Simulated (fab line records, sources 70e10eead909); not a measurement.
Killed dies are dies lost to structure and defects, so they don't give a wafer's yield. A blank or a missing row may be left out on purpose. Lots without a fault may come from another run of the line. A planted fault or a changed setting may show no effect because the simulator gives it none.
Which tool did it? | flow nand_harc | 24 lots, 72 wafers sampled, at 6 steps of a route of 1302

WHAT THE GAUGES READ, wafer by wafer
NHARC_A_CONTACT_CD_MEAS_15. Usual: cd_nm 189.9 nm, standard deviation 0.54.
lot  | measured     | on        | cd_nm (nm)        | flag
L074 | day 22 05:00 | cd_sem-01 | 189.6 189.7 189.7 |
L076 | day 22 13:16 | cd_sem-01 | 190.5 190.4 190.8 |
L075 | day 23 00:19 | cd_sem-01 | 189.1 189.0 189.0 |
L077 | day 23 11:42 | cd_sem-03 | 191.3 191.0 190.3 |
L078 | day 23 18:56 | cd_sem-01 | 189.9 189.8 189.4 |
L079 | day 23 23:43 | cd_sem-01 | 189.2 188.8 189.3 |
L081 | day 25 08:50 | cd_sem-02 | 189.7 190.0 189.6 |
L080 | day 25 17:38 | cd_sem-02 | 190.2 190.4 189.9 |
L082 | day 26 01:40 | cd_sem-02 | 190.0 189.1 189.4 |
L083 | day 26 05:46 | cd_sem-02 | 189.8 189.0 190.3 |
L085 | day 26 17:11 | cd_sem-02 | 190.8 190.2 190.3 |
L084 | day 27 00:44 | cd_sem-01 | 189.4 190.4 189.3 |
L086 | day 27 02:36 | cd_sem-02 | 190.6 190.1 190.0 |
L090 | day 28 11:09 | cd_sem-03 | 189.4 190.0 189.8 |
L088 | day 28 12:07 | cd_sem-03 | 189.7 190.0 189.8 |
L087 | day 28 17:47 | cd_sem-01 | 189.7 190.0 189.5 |
L089 | day 29 05:10 | cd_sem-01 | 189.3 189.1 189.6 |
L092 | day 29 11:44 | cd_sem-01 | 190.3 189.3 189.7 |
L091 | day 29 13:17 | cd_sem-02 | 190.4 189.8 190.4 |
L093 | day 30 02:32 | cd_sem-02 | 190.0 189.8 190.2 |
L095 | day 30 17:51 | cd_sem-01 | 189.6 189.4 189.6 |
L094 | day 30 19:26 | cd_sem-03 | 189.8 189.5 190.0 |
L096 | day 31 10:17 | cd_sem-01 | 189.6 190.0 190.0 |
L097 | day 31 10:26 | cd_sem-03 | 189.9 190.6 190.7 |

NHARC_A_CONTACT_INSPECT_23. Usual: raw_defect_count 491, standard deviation 110.
lot  | measured     | on                | raw_defect_count | flag
L074 | day 22 07:27 | defect_inspect-02 | 479 426 416      |
L076 | day 22 15:41 | defect_inspect-01 | 350 390 365      |
L075 | day 23 03:35 | defect_inspect-02 | 503 455 489      |
L077 | day 23 14:52 | defect_inspect-02 | 466 721 618      |
L078 | day 23 21:25 | defect_inspect-02 | 500 498 547      |
L079 | day 24 02:08 | defect_inspect-02 | 422 496 444      |
L081 | day 25 11:22 | defect_inspect-01 | 403 505 546      |
L080 | day 25 20:10 | defect_inspect-02 | 499 514 575      |
L082 | day 26 04:16 | defect_inspect-01 | 328 469 396      |
L083 | day 26 08:39 | defect_inspect-01 | 387 521 473      |
L085 | day 26 19:37 | defect_inspect-02 | 500 384 561      |
L084 | day 27 03:16 | defect_inspect-02 | 726 867 654      |
L086 | day 27 05:11 | defect_inspect-01 | 525 708 598      |
L090 | day 28 13:40 | defect_inspect-02 | 498 449 464      |
L088 | day 28 14:46 | defect_inspect-01 | 439 546 463      |
L087 | day 28 20:20 | defect_inspect-01 | 516 533 547      |
L089 | day 29 08:37 | defect_inspect-01 | 436 528 534      |
L092 | day 29 14:09 | defect_inspect-02 | 360 424 636      |
L091 | day 29 15:44 | defect_inspect-02 | 471 610 685      |
L093 | day 30 05:01 | defect_inspect-02 | 630 300 403      |
L095 | day 30 20:18 | defect_inspect-01 | 434 405 439      |
L094 | day 30 21:52 | defect_inspect-02 | 359 417 418      |
L096 | day 31 12:42 | defect_inspect-02 | 536 563 510      |
L097 | day 31 13:28 | defect_inspect-01 | 387 369 374      |

NHARC_A_BLC_INSPECT_12. Usual: raw_defect_count 82, standard deviation 26.
lot  | measured     | on                | raw_defect_count | flag
L074 | day 22 07:58 | defect_inspect-02 | 39 55 34         |
L076 | day 22 16:20 | defect_inspect-02 | 84 77 82         |
L075 | day 23 04:06 | defect_inspect-02 | 111 98 110       |
L077 | day 23 15:22 | defect_inspect-02 | 148 147 166      |
L078 | day 23 21:55 | defect_inspect-01 | 133 118 135      |
L079 | day 24 02:38 | defect_inspect-02 | 72 53 75         |
L081 | day 25 12:00 | defect_inspect-01 | 54 77 82         |
L080 | day 25 20:41 | defect_inspect-02 | 76 87 74         |
L082 | day 26 04:46 | defect_inspect-02 | 85 84 76         |
L083 | day 26 09:17 | defect_inspect-01 | 74 73 83         |
L085 | day 26 20:08 | defect_inspect-01 | 56 61 61         |
L084 | day 27 03:47 | defect_inspect-01 | 95 90 93         |
L086 | day 27 05:49 | defect_inspect-02 | 73 53 67         |
L090 | day 28 14:11 | defect_inspect-02 | 102 101 81       |
L088 | day 28 15:25 | defect_inspect-02 | 35 51 51         |
L087 | day 28 20:58 | defect_inspect-02 | 91 99 79         |
L089 | day 29 09:15 | defect_inspect-02 | 109 105 103      |
L092 | day 29 14:40 | defect_inspect-02 | 71 65 78         |
L091 | day 29 16:14 | defect_inspect-02 | 72 82 72         |
L093 | day 30 05:38 | defect_inspect-01 | 42 48 38         |
L095 | day 30 20:56 | defect_inspect-01 | 50 61 72         |
L094 | day 30 22:29 | defect_inspect-02 | 111 81 85        |
L096 | day 31 13:13 | defect_inspect-02 | 101 84 100       |
L097 | day 31 14:05 | defect_inspect-01 | 91 114 80        |

WHICH TOOL RAN EACH LOT (tool, then ch and the chambers of the sampled wafers, then the start)
lot  | NHARC_A_CONTACT_ETCH_126             | NHARC_A_CONTACT_STRIP_82                      | NHARC_A_CONTACT_CVD_19
L074 | har_cap_etch-02 ch 0,1, day 21 20:05 | rie_diel-10 ch 1,3, day 22 05:00 or earlier   | cvd_w-01 ch 0,1, day 22 07:27 or earlier
L076 | har_cap_etch-02 ch 0,1, day 22 02:16 | rie_diel-10 ch 1,2, day 22 13:16 or earlier   | cvd_w-02 ch 1, day 22 15:41 or earlier
L075 | har_cap_etch-02 ch 0, day 22 15:04   | rie_diel-02 ch 0,1,2, day 23 00:19 or earlier | cvd_w-02 ch 0, day 23 03:35 or earlier
L077 | har_cap_etch-03 ch 0,1, day 22 22:41 | rie_diel-13 ch 0,1,3, day 23 11:42 or earlier | cvd_w-02 ch 0, day 23 14:52 or earlier
L078 | har_cap_etch-02 ch 0,1, day 23 08:14 | rie_diel-10 ch 2,3, day 23 18:56 or earlier   | cvd_w-02 ch 0,1, day 23 21:25 or earlier
L079 | har_cap_etch-01 ch 0,1, day 23 14:45 | rie_diel-13 ch 0,3, day 23 23:43 or earlier   | cvd_w-02 ch 0,1, day 24 02:08 or earlier
L081 | har_cap_etch-03 ch 1, day 24 23:35   | rie_diel-13 ch 1,2, day 25 08:50 or earlier   | cvd_w-01 ch 0,1, day 25 11:22 or earlier
L080 | har_cap_etch-01 ch 0,1, day 25 08:42 | rie_diel-13 ch 0,2,3, day 25 17:38 or earlier | cvd_w-01 ch 0,1, day 25 20:10 or earlier
L082 | har_cap_etch-03 ch 0,1, day 25 14:10 | rie_diel-10 ch 1,3, day 26 01:40 or earlier   | cvd_w-01 ch 0, day 26 04:16 or earlier
L083 | har_cap_etch-01 ch 0,1, day 25 17:13 | rie_diel-10 ch 1,3, day 26 05:46 or earlier   | cvd_w-01 ch 0,1, day 26 08:39 or earlier
L085 | har_cap_etch-01 ch 0,1, day 26 06:23 | rie_diel-13 ch 0,2, day 26 17:11 or earlier   | cvd_w-02 ch 0,1, day 26 19:37 or earlier
L084 | har_cap_etch-03 ch 0,1, day 26 11:32 | rie_diel-10 ch 0,2,3, day 27 00:44 or earlier | cvd_w-01 ch 0,1, day 27 03:16 or earlier
L086 | har_cap_etch-02 ch 0,1, day 26 17:35 | rie_diel-02 ch 1,2,3, day 27 02:36 or earlier | cvd_w-02 ch 0,1, day 27 05:11 or earlier
L090 | har_cap_etch-03 ch 0,1, day 27 23:38 | rie_diel-13 ch 1,3, day 28 11:09 or earlier   | cvd_w-01 ch 0,1, day 28 13:40 or earlier
L088 | har_cap_etch-02 ch 0,1, day 28 00:07 | rie_diel-10 ch 0,2, day 28 12:07 or earlier   | cvd_w-02 ch 0,1, day 28 14:46 or earlier
L087 | har_cap_etch-03 ch 0,1, day 28 05:23 | rie_diel-10 ch 0,1,2, day 28 17:47 or earlier | cvd_w-01 ch 0,1, day 28 20:20 or earlier
L089 | har_cap_etch-01 ch 0,1, day 28 14:46 | rie_diel-13 ch 1,2,3, day 29 05:10 or earlier | cvd_w-02 ch 0,1, day 29 08:37 or earlier
L092 | har_cap_etch-02 ch 0,1, day 28 21:35 | rie_diel-10 ch 0,2, day 29 11:44 or earlier   | cvd_w-01 ch 0, day 29 14:09 or earlier
L091 | har_cap_etch-01 ch 0,1, day 29 02:25 | rie_diel-13 ch 1,2,3, day 29 13:17 or earlier | cvd_w-02 ch 0,1, day 29 15:44 or earlier
L093 | har_cap_etch-02 ch 0,1, day 29 17:39 | rie_diel-13 ch 1,2, day 30 02:32 or earlier   | cvd_w-02 ch 0,1, day 30 05:01 or earlier
L095 | har_cap_etch-01 ch 0,1, day 30 06:14 | rie_diel-02 ch 1,2, day 30 17:51 or earlier   | cvd_w-02 ch 0,1, day 30 20:18 or earlier
L094 | har_cap_etch-03 ch 0,1, day 30 08:19 | rie_diel-10 ch 1,2, day 30 19:26 or earlier   | cvd_w-01 ch 0,1, day 30 21:52 or earlier
L096 | har_cap_etch-02 ch 0,1, day 31 01:10 | rie_diel-13 ch 2,3, day 31 10:17 or earlier   | cvd_w-02 ch 0,1, day 31 12:42 or earlier
L097 | har_cap_etch-01 ch 0,1, day 31 01:22 | rie_diel-02 ch 1,2,3, day 31 10:26 or earlier | cvd_w-02 ch 0,1, day 31 13:28 or earlier
- NHARC_A_CONTACT_ETCH_126: etches the open film in C4F8/O2/Ar, time 197 s, target depth 1918 nm.
- NHARC_A_CONTACT_STRIP_82: strips in O2.
- NHARC_A_CONTACT_CVD_19: deposits W, target thk 300 nm, time 802 s.

WHAT THE TOOLS THEMSELVES READ (means of the sampled wafers that have a number; where no wafer has one, the mark that the record gives instead)
NHARC_A_CONTACT_STRIP_82. Usual: drypump_motor_current_A 5.6 A, standard deviation 0.61; o2_flow_sccm 500.0 sccm, standard deviation 1.4; oes_product_au 0.998 a.u., standard deviation 0.0097; rf_vpp_V 57.9 V, standard deviation 0.83; showerhead_plenum_p_Torr 3.59 Torr, standard deviation 0.16; throttle_valve_pct 17.035 %, standard deviation 0.0087.
lot  | tool        | drypump_motor_current_A (A) | o2_flow_sccm (sccm) | oes_product_au (a.u.) | rf_vpp_V (V) | showerhead_plenum_p_Torr (Torr) | throttle_valve_pct (%) | flag
L074 | rie_diel-10 | 6.6                         | 499.9               | 0.997                 | 57.7         | 3.46                            | 17.035                 |
L076 | rie_diel-10 | 6.0                         | 499.6               | 1.003                 | 57.2         | 3.51                            | 17.033                 |
L075 | rie_diel-02 | 5.9                         | 499.9               | 0.985                 | 57.8         | 3.55                            | 17.030                 |
L077 | rie_diel-13 | 5.2                         | 499.5               | 0.991                 | 57.5         | 3.57                            | 17.042                 |
L078 | rie_diel-10 | 5.6                         | 500.6               | 1.000                 | 57.9         | 3.74                            | 17.035                 |
L079 | rie_diel-13 | 5.0                         | 499.5               | 1.009                 | 58.0         | 3.65                            | 17.036                 |
L081 | rie_diel-13 | 5.8                         | 499.9               | 0.993                 | 57.8         | 3.62                            | 17.034                 |
L080 | rie_diel-13 | 5.2                         | 499.9               | 1.006                 | 57.6         | 3.61                            | 17.033                 |
L082 | rie_diel-10 | 6.7                         | 498.4               | 1.000                 | 58.4         | 3.54                            | 17.031                 |
L083 | rie_diel-10 | 6.6                         | 499.9               | 1.003                 | 57.7         | 3.54                            | 17.045                 |
L085 | rie_diel-13 | 5.3                         | 500.2               | 1.008                 | 58.5         | 3.77                            | 17.030                 |
L084 | rie_diel-10 | 5.8                         | 497.8               | 0.996                 | 57.8         | 3.66                            | 17.039                 |
L086 | rie_diel-02 | 5.6                         | 501.3               | 0.987                 | 58.0         | 3.59                            | 17.042                 |
L090 | rie_diel-13 | 5.1                         | 500.2               | 0.994                 | 57.8         | 3.40                            | 17.040                 |
L088 | rie_diel-10 | 5.3                         | 501.3               | 1.001                 | 57.9         | 3.71                            | 17.026                 |
L087 | rie_diel-10 | 5.7                         | 501.5               | 0.988                 | 58.4         | 3.56                            | 17.037                 |
L089 | rie_diel-13 | 5.4                         | 500.1               | 0.993                 | 57.6         | 3.53                            | 17.027                 |
L092 | rie_diel-10 | 5.3                         | 499.8               | 1.001                 | 58.2         | 3.70                            | 17.039                 |
L091 | rie_diel-13 | 5.4                         | 499.7               | 0.993                 | 57.6         | 3.53                            | 17.030                 |
L093 | rie_diel-13 | 5.7                         | 499.3               | 0.992                 | 57.7         | 3.61                            | 17.034                 |
L095 | rie_diel-02 | 6.0                         | 498.9               | 0.987                 | 58.9         | 3.61                            | 17.044                 |
L094 | rie_diel-10 | 5.6                         | 501.3               | 1.002                 | 58.6         | 3.61                            | 17.029                 |
L096 | rie_diel-13 | 5.1                         | 498.8               | 0.983                 | 57.3         | 3.44                            | 17.047                 |
L097 | rie_diel-02 | 5.6                         | 499.9               | 1.001                 | 58.8         | 3.57                            | 17.035                 |

NHARC_A_CONTACT_CVD_19. Usual: heater_power_w 457 W, standard deviation 16; throttle_valve_pct 7.9 %, standard deviation 0.38.
lot  | tool     | heater_power_w (W) | throttle_valve_pct (%) | flag
L074 | cvd_w-01 | 446                | 7.7                    |
L076 | cvd_w-02 | 467                | 7.7                    |
L075 | cvd_w-02 | 467                | 8.4                    |
L077 | cvd_w-02 | 459                | 8.3                    |
L078 | cvd_w-02 | 465                | 8.2                    |
L079 | cvd_w-02 | 470                | 7.9                    |
L081 | cvd_w-01 | 453                | 7.6                    |
L080 | cvd_w-01 | 454                | 7.8                    |
L082 | cvd_w-01 | 438                | 7.3                    |
L083 | cvd_w-01 | 459                | 7.6                    |
L085 | cvd_w-02 | 464                | 8.1                    |
L084 | cvd_w-01 | 467                | 7.9                    |
L086 | cvd_w-02 | 469                | 8.1                    |
L090 | cvd_w-01 | 456                | 7.7                    |
L088 | cvd_w-02 | 442                | 7.9                    |
L087 | cvd_w-01 | 465                | 8.0                    |
L089 | cvd_w-02 | 445                | 8.1                    |
L092 | cvd_w-01 | 445                | 7.4                    |
L091 | cvd_w-02 | 447                | 8.1                    |
L093 | cvd_w-02 | 445                | 8.0                    |
L095 | cvd_w-02 | 449                | 8.0                    |
L094 | cvd_w-01 | 457                | 7.7                    |
L096 | cvd_w-02 | 445                | 8.0                    |
L097 | cvd_w-02 | 439                | 8.2                    |

THE ANSWER, worked out from the rows above alone
Rule: a lot is off if the mean of its wafers that have a number lies more than 3 standard deviations from the usual mean. A lot without any number at a reading at which 4 lots or more have one is off too. The other lots that the step has rows for count as sound. The gauges are gone through in route order, then the tools' own readings, and for those a lot's mean is taken as printed above. The first step at which some lot is off is used, and at that step the reading that is off furthest; a lot without a number counts as furthest.
No lot is off at any reading shown: from this, nothing can be told.

WHAT THE SIMULATOR HAD PUT IN
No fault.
